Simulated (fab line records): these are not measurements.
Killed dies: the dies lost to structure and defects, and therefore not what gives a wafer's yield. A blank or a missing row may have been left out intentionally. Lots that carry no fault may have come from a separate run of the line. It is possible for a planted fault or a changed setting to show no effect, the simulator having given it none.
Chamber matching | flow nand harc | NHARC_HYBRID_BOND_ACTIVATE_00 on rie diel-04: 4 sister chambers
The step chemistry N2, time 60 s. 20 wafers are shown with their chamber, then 10 later ones without.

## WAFERS, EACH WITH ITS CHAMBER
wafer  | chamber | showerhead plenum p Torr (Torr) | drypump motor current A (A) | oes product au (a.u.)
L797.2 | 2       | 1.69                            | 4.8                         | 0.982
L797.3 | 3       | 1.74                            | 5.6                         | 0.980
L797.5 | 3       | 1.74                            | 5.6                         | 0.981
L800.2 | 2       | 1.69                            | 4.8                         | 0.976
L800.3 | 1       | 1.81                            | 6.0                         | 0.991
L800.6 | 3       | 1.74                            | 5.6                         | 0.988
L799.1 | 2       | 1.69                            | 4.9                         | 0.978
L799.3 | 1       | 1.81                            | 6.0                         | 0.992
L799.6 | 0       | 1.83                            | 5.5                         | 1.000
L802.1 | 3       | 1.74                            | 5.6                         | 0.997
L802.5 | 1       | 1.81                            | 6.0                         | 0.982
L802.6 | 0       | 1.83                            | 5.5                         | 0.987
L807.3 | 2       | 1.68                            | 4.8                         | 0.982
L807.4 | 0       | 1.83                            | 5.4                         | 0.995
L807.6 | 1       | 1.81                            | 6.0                         | 0.985
L803.4 | 0       | 1.83                            | 5.5                         | 0.990
L803.5 | 1       | 1.81                            | 6.0                         | 0.991
L803.6 | 2       | 1.68                            | 4.8                         | 0.977
L814.4 | 0       | 1.82                            | 5.4                         | 1.009
L814.5 | 2       | 1.68                            | 4.8                         | 0.974

SIGNATURES (averages over the wafers above)
reading                  | chamber 0 | chamber 1 | chamber 2 | chamber 3 | scatter within a chamber
showerhead plenum p Torr | 1.8280    | 1.8100    | 1.6850    | 1.7400    | 0.00379
drypump motor current A  | 5.460     | 6.000     | 4.817     | 5.600     | 0.0356
oes product au           | 0.99620   | 0.98820   | 0.97817   | 0.98650   | 0.00622
Rule: a wafer's distance from a chamber is the root of the sum, over the readings, of the square of ((its reading less the chamber's mean) divided by the reading's scatter). The wafer belongs to the nearest chamber; if the next one is less than 2 further off, it can't be placed. The scatter: take each reading less its chamber's mean, square it, sum over the shown wafers, divide by the number of wafers less the number of chambers, and take the root.

## WAFERS WHOSE CHAMBER IS MISSING
wafer  | showerhead plenum p Torr (Torr) | drypump motor current A (A) | oes product au (a.u.)
L814.6 | 1.80                            | 6.1                         | 1.000
L820.1 | 1.68                            | 4.8                         | 0.986
L820.3 | 1.82                            | 5.4                         | 1.018
L820.6 | 1.82                            | 5.5                         | 1.016
L818.1 | 1.82                            | 5.4                         | 1.014
L818.5 | 1.68                            | 4.8                         | 0.984
L818.6 | 1.80                            | 6.0                         | 0.995
L819.1 | 1.73                            | 5.6                         | 0.999
L819.2 | 1.68                            | 4.8                         | 0.975
L819.4 | 1.82                            | 5.5                         | 1.002

## WHICH CHAMBER EACH WENT THROUGH
wafer  | from the rows above | in truth
L814.6 | 1                   | 1
L820.1 | 2                   | 2
L820.3 | 0                   | 0
L820.6 | 0                   | 0
L818.1 | 0                   | 0
L818.5 | 2                   | 2
L818.6 | 1                   | 1
L819.1 | 3                   | 3
L819.2 | 2                   | 2
L819.4 | 0                   | 0
Correct placement for 10 of the 10. Can't be placed from these rows: 0. 0 placed wrongly.
